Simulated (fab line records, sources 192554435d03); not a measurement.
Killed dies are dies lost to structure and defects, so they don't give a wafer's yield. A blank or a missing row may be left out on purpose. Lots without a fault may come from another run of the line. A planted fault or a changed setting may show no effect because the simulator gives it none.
Chamber matching | flow n5_finfet | N5_FIN_SAQP_PECVD_48 on pecvd-03: 3 sister chambers
The step deposits SiNx from SiH4/NH3/N2, target thk 25 nm, time 22.1 s. 3 wafers are shown with their chamber, then 7 later ones without.

WAFERS WITH THEIR CHAMBER
wafer  | chamber | throttle_valve_pct (%)
L080.5 | 0       | 38.1
L090.2 | 1       | 42.4
L090.3 | 2       | 41.6

WAFERS WITHOUT THEIR CHAMBER
wafer  | throttle_valve_pct (%)
L090.4 | 38.4
L091.1 | 38.1
L091.2 | 42.3
L091.4 | 42.4
L096.2 | 42.4
L096.3 | 42.1
L096.4 | 38.2

WHICH CHAMBER EACH WENT THROUGH
wafer  | from the rows above     | in truth
L090.4 | 0                       | 0
L091.1 | 0                       | 0
L091.2 | 1                       | 1
L091.4 | 1                       | 1
L096.2 | 1                       | 1
L096.3 | can't be placed: 1 or 2 | 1
L096.4 | 0                       | 0
Placed correctly: 6 of 7. Can't be placed from these rows: 1 (the true chamber is among the candidates in 1). Placed wrongly: 0.
How it was worked out, from the rows above alone: a wafer's distance from a chamber is the root of the sum, over the readings, of the square of ((its reading less the chamber's mean) divided by the reading's scatter). The wafer belongs to the nearest chamber; if the next one is less than 2 further off, it can't be placed. A chamber's mean is the mean of its shown wafers. The scatter: with one shown wafer a chamber, the root of the mean of the squares of how far each hidden wafer lies from its nearest shown one.
